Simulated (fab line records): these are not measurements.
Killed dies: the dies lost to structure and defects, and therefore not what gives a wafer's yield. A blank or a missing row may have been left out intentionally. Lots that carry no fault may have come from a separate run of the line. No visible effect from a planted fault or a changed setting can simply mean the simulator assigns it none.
Which of the tools did it? / flow n5-finfet / 8 lots with 24 wafers sampled at 7 steps, on a route of 1938 steps

## WHAT THE GAUGES READ, wafer by wafer
N5_MOL_CONTACT_COAG_CD_MEAS_40: the cd target is 25.1 nm.
lot=L766; measured=day 5 16:16; on=cd-sem-03; cd-nm (nm)=25.06 25.21 25.30
lot=L767; measured=day 5 20:20; on=cd-sem-03; cd-nm (nm)=25.22 25.13 25.15
lot=L773; measured=day 7 09:28; on=cd-sem-03; cd-nm (nm)=24.99 25.27 24.93
lot=L776; measured=day 8 04:08; on=cd-sem-03; cd-nm (nm)=24.69 25.24 25.35
lot=L775; measured=day 8 04:25; on=cd-sem-03; cd-nm (nm)=25.07 25.36 25.00
lot=L785; measured=day 10 08:17; on=cd-sem-01; cd-nm (nm)=25.03 24.61 25.44
lot=L786; measured=day 10 14:43; on=cd-sem-03; cd-nm (nm)=24.95 24.99 24.74
lot=L787; measured=day 10 17:53; on=cd-sem-02; cd-nm (nm)=24.94 24.91 25.07

N5_MOL_CONTACT_COAG_OVL_MEAS_41.
lot=L766; measured=day 5 16:17; on=overlay-02; VD_OVL (nm)=-1.4 -0.7 0.6
lot=L767; measured=day 5 20:22; on=overlay-01; VD_OVL (nm)=0.5 -0.3 0.2
lot=L773; measured=day 7 09:31; on=overlay-02; VD_OVL (nm)=0.8 0.0 -0.3
lot=L776; measured=day 8 04:10; on=overlay-01; VD_OVL (nm)=-1.5 -1.6 -1.1
lot=L775; measured=day 8 04:28; on=overlay-02; VD_OVL (nm)=0.1 -0.6 0.4
lot=L785; measured=day 10 08:19; on=overlay-02; VD_OVL (nm)=0.5 0.8 0.4
lot=L786; measured=day 10 14:44; on=overlay-02; VD_OVL (nm)=0.0 0.2 0.3
lot=L787; measured=day 10 17:55; on=overlay-02; VD_OVL (nm)=-0.5 -1.0 -1.2

N5_MOL_CONTACT_COAG_CD_MEAS_101: the cd target is 16 nm.
lot=L766; measured=day 5 17:28; on=cd-sem-02; cd-nm (nm)=16.5 16.4 16.3
lot=L767; measured=day 5 21:27; on=cd-sem-01; cd-nm (nm)=15.7 16.2 16.2
lot=L773; measured=day 7 10:36; on=cd-sem-02; cd-nm (nm)=15.4 15.7 15.9
lot=L776; measured=day 8 05:10; on=cd-sem-02; cd-nm (nm)=- - -
lot=L775; measured=day 8 05:57; on=cd-sem-03; cd-nm (nm)=- - -
lot=L785; measured=day 10 09:22; on=cd-sem-01; cd-nm (nm)=15.6 15.5 15.9
lot=L786; measured=day 10 16:04; on=cd-sem-02; cd-nm (nm)=15.9 16.3 16.1
lot=L787; measured=day 10 18:49; on=cd-sem-01; cd-nm (nm)=15.8 16.2 15.9

N5_BEOL_M4_RC_MEAS_101.
lot=L766; measured=day 8 05:44; on=prober-01; DIBL_N (mV/V)=37.3 38.7 36.8; DIBL_P (mV/V)=38.3 39.4 37.6; IOFF_N (nA/um)=0.181 0.208 0.167; IOFF_P (nA/um)=0.23 0.24 0.21; ION_N (uA/um)=680 684 674; ION_P (uA/um)=469 464 459; SS_N (mV/dec)=72.1 72.1 72.4; SS_P (mV/dec)=73.3 73.8 73.3; VT_N (mV)=247.3 244.2 247.0; VT_P (mV)=-250 -249 -251
lot=L767; measured=day 8 06:26; on=prober-02; DIBL_N (mV/V)=35.5 35.4 37.9; DIBL_P (mV/V)=36.6 36.2 39.3; IOFF_N (nA/um)=0.160 0.146 0.207; IOFF_P (nA/um)=0.20 0.18 0.24; ION_N (uA/um)=675 661 679; ION_P (uA/um)=456 450 463; SS_N (mV/dec)=71.5 71.3 71.7; SS_P (mV/dec)=73.7 73.5 75.0; VT_N (mV)=248.2 250.2 244.5; VT_P (mV)=-252 -257 -249
lot=L773; measured=day 10 06:21; on=prober-02; DIBL_N (mV/V)=39.1 37.1 38.8; DIBL_P (mV/V)=38.8 35.5 38.1; IOFF_N (nA/um)=0.219 0.158 0.207; IOFF_P (nA/um)=0.26 0.21 0.25; ION_N (uA/um)=698 676 698; ION_P (uA/um)=476 466 471; SS_N (mV/dec)=72.2 71.5 71.7; SS_P (mV/dec)=73.5 73.5 73.9; VT_N (mV)=243.5 249.8 244.3; VT_P (mV)=-246 -249 -246
lot=L785; measured=day 13 12:59; on=prober-02; DIBL_N (mV/V)=37.2 35.7 36.0; DIBL_P (mV/V)=36.8 34.9 34.9; IOFF_N (nA/um)=0.152 0.127 0.134; IOFF_P (nA/um)=0.20 0.18 0.18; ION_N (uA/um)=674 669 681; ION_P (uA/um)=464 462 464; SS_N (mV/dec)=71.7 71.3 71.2; SS_P (mV/dec)=72.6 72.5 72.6; VT_N (mV)=251.9 253.1 253.8; VT_P (mV)=-254 -254 -255
lot=L786; measured=day 14 02:38; on=prober-02; DIBL_N (mV/V)=37.1 36.2 36.1; DIBL_P (mV/V)=37.7 36.1 36.2; IOFF_N (nA/um)=0.179 0.154 0.154; IOFF_P (nA/um)=0.23 0.20 0.20; ION_N (uA/um)=668 657 670; ION_P (uA/um)=464 455 460; SS_N (mV/dec)=71.8 71.2 71.6; SS_P (mV/dec)=74.1 73.4 73.5; VT_N (mV)=247.6 252.0 250.1; VT_P (mV)=-249 -253 -253
lot=L787; measured=day 14 02:44; on=prober-01; DIBL_N (mV/V)=35.8 35.0 35.1; DIBL_P (mV/V)=35.8 34.4 34.8; IOFF_N (nA/um)=0.156 0.141 0.140; IOFF_P (nA/um)=0.19 0.17 0.17; ION_N (uA/um)=678 674 681; ION_P (uA/um)=464 452 464; SS_N (mV/dec)=71.4 72.0 71.5; SS_P (mV/dec)=73.8 73.3 72.8; VT_N (mV)=248.1 251.6 248.5; VT_P (mV)=-253 -255 -254

## WHICH TOOL RAN EACH LOT (tool, then ch and the chambers of the sampled wafers, then the start)
lot=L766; N5_MOL_CONTACT_COAG_STRIP_119=plasma-asher-01 ch 0,1, day 5 15:48; N5_MOL_CONTACT_COAG_ETCH_66=rie-diel-03 ch 0,1,3, day 5 16:26; N5_MOL_CONTACT_COAG_ETCHBACK_134=rie-diel-03 ch 0,1,3, day 5 16:58
lot=L767; N5_MOL_CONTACT_COAG_STRIP_119=plasma-asher-01 ch 0,1, day 5 19:45; N5_MOL_CONTACT_COAG_ETCH_66=rie-diel-02 ch 0,1, day 5 20:31; N5_MOL_CONTACT_COAG_ETCHBACK_134=rie-diel-02 ch 1,3, day 5 20:56
lot=L773; N5_MOL_CONTACT_COAG_STRIP_119=plasma-asher-02 ch 0,1, day 7 09:01; N5_MOL_CONTACT_COAG_ETCH_66=rie-diel-01 ch 1,2,3, day 7 09:38; N5_MOL_CONTACT_COAG_ETCHBACK_134=rie-diel-01 ch 1,3, day 7 10:05
lot=L776; N5_MOL_CONTACT_COAG_STRIP_119=plasma-asher-02 ch 0, day 8 03:35; N5_MOL_CONTACT_COAG_ETCH_66=rie-diel-01 ch 0,1, day 8 04:19; N5_MOL_CONTACT_COAG_ETCHBACK_134=rie-diel-02 ch 0,1,2, day 8 04:38
lot=L775; N5_MOL_CONTACT_COAG_STRIP_119=plasma-asher-02 ch 0,1, day 8 03:57; N5_MOL_CONTACT_COAG_ETCH_66=rie-diel-03 ch 1,2, day 8 04:59; N5_MOL_CONTACT_COAG_ETCHBACK_134=rie-diel-02 ch 1,2,3, day 8 05:26
lot=L785; N5_MOL_CONTACT_COAG_STRIP_119=plasma-asher-01 ch 0,1, day 10 07:29; N5_MOL_CONTACT_COAG_ETCH_66=rie-diel-01 ch 2,3, day 10 08:33; N5_MOL_CONTACT_COAG_ETCHBACK_134=rie-diel-01 ch 1,3, day 10 08:49
lot=L786; N5_MOL_CONTACT_COAG_STRIP_119=plasma-asher-02 ch 0,1, day 10 14:07; N5_MOL_CONTACT_COAG_ETCH_66=rie-diel-01 ch 0,1,2, day 10 14:53; N5_MOL_CONTACT_COAG_ETCHBACK_134=rie-diel-02 ch 0,3, day 10 15:34
lot=L787; N5_MOL_CONTACT_COAG_STRIP_119=plasma-asher-02 ch 0,1, day 10 17:25; N5_MOL_CONTACT_COAG_ETCH_66=rie-diel-02 ch 0,1,3, day 10 18:04; N5_MOL_CONTACT_COAG_ETCHBACK_134=rie-diel-02 ch 0,1,3, day 10 18:19
- N5_MOL_CONTACT_COAG_STRIP_119: strips in N2/H2, time 30 s.
- N5_MOL_CONTACT_COAG_ETCH_66: etches SiARC in CF4, target depth 13 nm, time 21.7 s.
- N5_MOL_CONTACT_COAG_ETCHBACK_134: etches SiO2 in CHF3, target depth 10 nm, time 6.7 s.

## AS READ BY THE TOOLS THEMSELVES (means over the sampled wafers that have a number; for cases with no such wafer, the mark the record gives instead)
N5_MOL_CONTACT_COAG_STRIP_119.
lot=L766; tool=plasma-asher-01; drypump-motor-current-A (A)=5.96; heater-power-w (W)=348
lot=L767; tool=plasma-asher-01; drypump-motor-current-A (A)=5.97; heater-power-w (W)=364
lot=L773; tool=plasma-asher-02; drypump-motor-current-A (A)=5.82; heater-power-w (W)=332
lot=L776; tool=plasma-asher-02; drypump-motor-current-A (A)=5.70; heater-power-w (W)=340
lot=L775; tool=plasma-asher-02; drypump-motor-current-A (A)=5.73; heater-power-w (W)=339
lot=L785; tool=plasma-asher-01; drypump-motor-current-A (A)=5.98; heater-power-w (W)=347
lot=L786; tool=plasma-asher-02; drypump-motor-current-A (A)=5.84; heater-power-w (W)=328
lot=L787; tool=plasma-asher-02; drypump-motor-current-A (A)=5.82; heater-power-w (W)=327

N5_MOL_CONTACT_COAG_ETCH_66.
lot=L766; tool=rie-diel-03; bias-w (W)=35.97; cf4-flow-sccm (sccm)=100.2; drypump-motor-current-A (A)=6.1; etch-rf-on-time-s (s)=21.80; oes-product-au (a.u.)=0.61; rf-vpp-V (V)=184.7; showerhead-plenum-p-Torr (Torr)=2.15; throttle-valve-pct (%)=15.65
lot=L767; tool=rie-diel-02; bias-w (W)=35.91; cf4-flow-sccm (sccm)=100.1; drypump-motor-current-A (A)=5.0; etch-rf-on-time-s (s)=21.51; oes-product-au (a.u.)=0.64; rf-vpp-V (V)=183.5; showerhead-plenum-p-Torr (Torr)=2.08; throttle-valve-pct (%)=15.42
lot=L773; tool=rie-diel-01; bias-w (W)=35.93; cf4-flow-sccm (sccm)=100.2; drypump-motor-current-A (A)=5.9; etch-rf-on-time-s (s)=21.58; oes-product-au (a.u.)=0.72; rf-vpp-V (V)=184.4; showerhead-plenum-p-Torr (Torr)=2.16; throttle-valve-pct (%)=15.30
lot=L776; tool=rie-diel-01; bias-w (W)=-; cf4-flow-sccm (sccm)=-; drypump-motor-current-A (A)=-; etch-rf-on-time-s (s)=-; oes-product-au (a.u.)=-; rf-vpp-V (V)=-; showerhead-plenum-p-Torr (Torr)=-; throttle-valve-pct (%)=-
lot=L775; tool=rie-diel-03; bias-w (W)=-; cf4-flow-sccm (sccm)=-; drypump-motor-current-A (A)=-; etch-rf-on-time-s (s)=-; oes-product-au (a.u.)=-; rf-vpp-V (V)=-; showerhead-plenum-p-Torr (Torr)=-; throttle-valve-pct (%)=-
lot=L785; tool=rie-diel-01; bias-w (W)=36.01; cf4-flow-sccm (sccm)=100.0; drypump-motor-current-A (A)=5.8; etch-rf-on-time-s (s)=21.39; oes-product-au (a.u.)=0.66; rf-vpp-V (V)=185.0; showerhead-plenum-p-Torr (Torr)=2.17; throttle-valve-pct (%)=15.35
lot=L786; tool=rie-diel-01; bias-w (W)=36.05; cf4-flow-sccm (sccm)=100.1; drypump-motor-current-A (A)=5.9; etch-rf-on-time-s (s)=21.33; oes-product-au (a.u.)=0.71; rf-vpp-V (V)=184.3; showerhead-plenum-p-Torr (Torr)=2.13; throttle-valve-pct (%)=15.29
lot=L787; tool=rie-diel-02; bias-w (W)=36.05; cf4-flow-sccm (sccm)=99.6; drypump-motor-current-A (A)=5.4; etch-rf-on-time-s (s)=21.76; oes-product-au (a.u.)=0.64; rf-vpp-V (V)=183.7; showerhead-plenum-p-Torr (Torr)=2.11; throttle-valve-pct (%)=15.51

N5_MOL_CONTACT_COAG_ETCHBACK_134.
lot=L766; tool=rie-diel-03; CHF3_flow_sccm (sccm)=50.12; drypump-motor-current-A (A)=6.1; oes-product-au (a.u.)=0.72; rf-vpp-V (V)=522; showerhead-plenum-p-Torr (Torr)=2.39; throttle-valve-pct (%)=18.73
lot=L767; tool=rie-diel-02; CHF3_flow_sccm (sccm)=50.11; drypump-motor-current-A (A)=5.5; oes-product-au (a.u.)=0.78; rf-vpp-V (V)=526; showerhead-plenum-p-Torr (Torr)=2.37; throttle-valve-pct (%)=18.69
lot=L773; tool=rie-diel-01; CHF3_flow_sccm (sccm)=50.03; drypump-motor-current-A (A)=6.1; oes-product-au (a.u.)=0.88; rf-vpp-V (V)=525; showerhead-plenum-p-Torr (Torr)=2.46; throttle-valve-pct (%)=18.40
lot=L776; tool=rie-diel-02; CHF3_flow_sccm (sccm)=49.94; drypump-motor-current-A (A)=5.3; oes-product-au (a.u.)=0.30; rf-vpp-V (V)=521; showerhead-plenum-p-Torr (Torr)=2.36; throttle-valve-pct (%)=18.52
lot=L775; tool=rie-diel-02; CHF3_flow_sccm (sccm)=49.93; drypump-motor-current-A (A)=5.4; oes-product-au (a.u.)=0.30; rf-vpp-V (V)=523; showerhead-plenum-p-Torr (Torr)=2.37; throttle-valve-pct (%)=18.68
lot=L785; tool=rie-diel-01; CHF3_flow_sccm (sccm)=49.85; drypump-motor-current-A (A)=6.0; oes-product-au (a.u.)=0.85; rf-vpp-V (V)=521; showerhead-plenum-p-Torr (Torr)=2.38; throttle-valve-pct (%)=18.47
lot=L786; tool=rie-diel-02; CHF3_flow_sccm (sccm)=49.91; drypump-motor-current-A (A)=5.7; oes-product-au (a.u.)=0.78; rf-vpp-V (V)=526; showerhead-plenum-p-Torr (Torr)=2.40; throttle-valve-pct (%)=18.65
lot=L787; tool=rie-diel-02; CHF3_flow_sccm (sccm)=50.02; drypump-motor-current-A (A)=5.4; oes-product-au (a.u.)=0.75; rf-vpp-V (V)=524; showerhead-plenum-p-Torr (Torr)=2.35; throttle-valve-pct (%)=18.62

## THE ANSWER, worked out from the rows above alone
Rule: usual is defined by the lots themselves. Put in order of their means at a reading, lots are off if they are a third of the lots or fewer, leave a main group of 4 or more, and stand apart from it by a gap of 3 or more times the standard deviation of the main group's means; of several such gaps the widest counts. The tables above print the reading to a certain number of digits; a main group whose means all agree to those digits is not used. A lot without any number at a reading at which 4 lots or more have one is off too. All remaining lots with rows at the step are treated as sound. Order of review: gauges by route order, followed by the tools' own readings, for which a lot's mean as printed above is used. The first step at which some lot is off is used, and at that step the reading that is off furthest; a lot without a number counts as furthest.
Off at N5_MOL_CONTACT_COAG_CD_MEAS_101 (cd-nm): L776, L775. Without a number there: L776, L775. The main group: mean 16.0 nm, standard deviation 0.25.
If a tool, at a process step before that reading, ran all the lots that are off and no sound lot after the first of them, it fits. Not tried: the gauges at N5_MOL_CONTACT_COAG_CD_MEAS_101; whatever is off there is also off at N5_MOL_CONTACT_COAG_ETCH_66, on other tools, and gauge error can't account for it. No candidate that was tried fits.

## WHAT THE SIMULATOR HAD INSERTED
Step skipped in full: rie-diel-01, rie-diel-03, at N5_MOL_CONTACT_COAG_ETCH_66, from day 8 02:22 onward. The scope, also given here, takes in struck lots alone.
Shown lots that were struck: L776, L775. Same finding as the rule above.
